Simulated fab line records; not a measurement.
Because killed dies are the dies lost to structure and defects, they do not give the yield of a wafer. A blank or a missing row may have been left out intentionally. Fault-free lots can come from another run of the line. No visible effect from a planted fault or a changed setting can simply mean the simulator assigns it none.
Shared-tool check | flow n5 finfet | 9 lots and 27 wafers in the sample

## REASON FOR OPENING
On 2 of the 9 lots, a flag is raised at N5_MOL_CONTACT_COAG_INSPECT_42 on the reading raw defect count. No-fault wafers: 193, standard deviation 48.
Rule: a lot is flagged in two cases, either no wafer of it has a number, or all its wafers with numbers fall more than 4 standard deviations from that mean. The other lots count as sound.

lot  | measured     | on                | raw defect count, wafer by wafer | flag
L910 | day 5 18:26  | defect inspect-02 | 180 280 178                      |
L913 | day 6 15:07  | defect inspect-02 | 234 193 183                      |
L915 | day 6 21:21  | defect inspect-01 | 147 131 157                      |
L918 | day 7 21:25  | defect inspect-01 | 131 236 139                      |
L920 | day 8 11:09  | defect inspect-01 | 1918 1875 1993                   | FLAGGED
L921 | day 8 11:29  | defect inspect-02 | 1924 2003 2100                   | FLAGGED
L923 | day 9 03:32  | defect inspect-01 | 178 217 146                      |
L930 | day 10 15:47 | defect inspect-01 | 167 196 142                      |
L931 | day 11 04:07 | defect inspect-01 | 165 265 254                      |
Average over the flagged lots: 1969; offset from the usual +1776, equal to +37 standard deviations.

## TOOL THAT RAN EACH LOT
4 process steps preceding the reading are held in the record, out of 1938 steps in the route. Read each cell as the tool, then ch plus the chambers that the sampled wafers visited, then the start.
lot  | flag    | N5_MOL_CONTACT_COAG_ETCH_15       | N5_MOL_CONTACT_COAG_ALD_20         | N5_MOL_CONTACT_COAG_CO_FILL_22  | N5_MOL_CONTACT_COAG_PECVD_31
L910 |         | rie diel-02 ch 0,2, day 5 03:40   | ald metal-04 ch 0,1,2, day 5 04:56 | cvd co-01 ch 1,2, day 5 08:22   | pecvd-04 ch 0,1, day 5 16:30
L913 |         | rie diel-06 ch 0,1,3, day 6 04:32 | ald metal-04 ch 0,2,3, day 6 05:23 | cvd co-02 ch 0,2, day 6 08:06   | pecvd-02 ch 0,1, day 6 13:26
L915 |         | rie diel-01 ch 0,1,2, day 6 10:47 | ald metal-02 ch 0,1,3, day 6 11:50 | cvd co-02 ch 0,2, day 6 13:13   | pecvd-04 ch 1,2, day 6 19:33
L918 |         | rie diel-06 ch 2,3, day 7 06:20   | ald metal-04 ch 1,2,3, day 7 08:47 | cvd co-02 ch 1,2, day 7 10:35   | pecvd-04 ch 0,1, day 7 19:31
L920 | FLAGGED | rie diel-01 ch 0,1,3, day 7 23:52 | ald metal-04 ch 0,3, day 8 00:44   | cvd co-02 ch 0,1,2, day 8 03:19 | pecvd-04 ch 0,1,2, day 8 08:50
L921 | FLAGGED | rie diel-06 ch 0,1, day 8 02:34   | ald metal-02 ch 1,2, day 8 03:29   | cvd co-02 ch 1,2, day 8 04:17   | pecvd-04 ch 0,1, day 8 09:27
L923 |         | rie diel-02 ch 1,2, day 8 14:16   | ald metal-02 ch 0,1,2, day 8 15:48 | cvd co-01 ch 0,2, day 8 17:05   | pecvd-03 ch 0,2, day 9 01:13
L930 |         | rie diel-02 ch 1,3, day 10 05:01  | ald metal-04 ch 1,2, day 10 05:51  | cvd co-02 ch 0,1, day 10 07:26  | pecvd-03 ch 0,1,2, day 10 14:06
L931 |         | rie diel-01 ch 1,2, day 10 15:06  | ald metal-02 ch 2,3, day 10 16:41  | cvd co-01 ch 0,1, day 10 18:49  | pecvd-03 ch 1,2, day 11 01:50
What the steps here do:
- N5_MOL_CONTACT_COAG_ETCH_15: etches SiNx in CH3F/O2, stops on Si:P, target depth 7 nm.
- N5_MOL_CONTACT_COAG_ALD_20: deposits TiN, target thk 1.5 nm, pulse time 1 s, purge time 3 s.
- N5_MOL_CONTACT_COAG_CO_FILL_22: material Co, precursor CCTBA/H2, target thk 20 nm.
- N5_MOL_CONTACT_COAG_PECVD_31: deposits SiO2 from TEOS/O2, target thk 46 nm, time 8.9 s.
- N5_MOL_CONTACT_COAG_INSPECT_42: inspects for defects (brightfield).

## FLAGGED AGAINST TOTAL, ONE TOOL AT A TIME (gauges that did the reading follow at the end)
step                           | tool              | lots run | flagged | share of the flagged lots | sound lots run after its first flagged lot
N5_MOL_CONTACT_COAG_ETCH_15    | rie diel-01       | 3        | 1       | some                      | 1 (L931)
N5_MOL_CONTACT_COAG_ETCH_15    | rie diel-02       | 3        | 0       | none                      | -
N5_MOL_CONTACT_COAG_ETCH_15    | rie diel-06       | 3        | 1       | some                      | 0
N5_MOL_CONTACT_COAG_ALD_20     | ald metal-02      | 4        | 1       | some                      | 2 (L923,L931)
N5_MOL_CONTACT_COAG_ALD_20     | ald metal-04      | 5        | 1       | some                      | 1 (L930)
N5_MOL_CONTACT_COAG_CO_FILL_22 | cvd co-01         | 3        | 0       | none                      | -
N5_MOL_CONTACT_COAG_CO_FILL_22 | cvd co-02         | 6        | 2       | all                       | 1 (L930)
N5_MOL_CONTACT_COAG_PECVD_31   | pecvd-02          | 1        | 0       | none                      | -
N5_MOL_CONTACT_COAG_PECVD_31   | pecvd-03          | 3        | 0       | none                      | -
N5_MOL_CONTACT_COAG_PECVD_31   | pecvd-04          | 5        | 2       | all                       | 0
N5_MOL_CONTACT_COAG_INSPECT_42 | defect inspect-01 | 6        | 1       | some                      | 3 (L923,L930,L931)
N5_MOL_CONTACT_COAG_INSPECT_42 | defect inspect-02 | 3        | 1       | some                      | 0

## WHAT THE TABLE PERMITS
2 rows of the table ran every flagged lot: cvd co-02 at N5_MOL_CONTACT_COAG_CO_FILL_22, pecvd-04 at N5_MOL_CONTACT_COAG_PECVD_31.
- cvd co-02 at N5_MOL_CONTACT_COAG_CO_FILL_22 ran 6 lots, 2 of them flagged. After the first flagged lot (L930), sound lots still ran on it; a lasting fault on the whole tool would not permit that.
- pecvd-04 at N5_MOL_CONTACT_COAG_PECVD_31 ran 5 lots, 2 of them flagged. A fault beginning between L918 (day 7 19:31), its last sound lot, and L920 (day 8 08:50), its first flagged one, fits the data. On the flagged lots its readings are blank where sound lots have values: chamber pressure Torr.
pecvd-04 at N5_MOL_CONTACT_COAG_PECVD_31 is the single tool remaining.

## WHAT THE SIMULATOR PUT IN
Beginning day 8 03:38, the whole step at N5_MOL_CONTACT_COAG_PECVD_31 was skipped on pecvd-04. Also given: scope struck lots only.
Struck lots among those shown: L920, L921. The rule above reached the same finding.
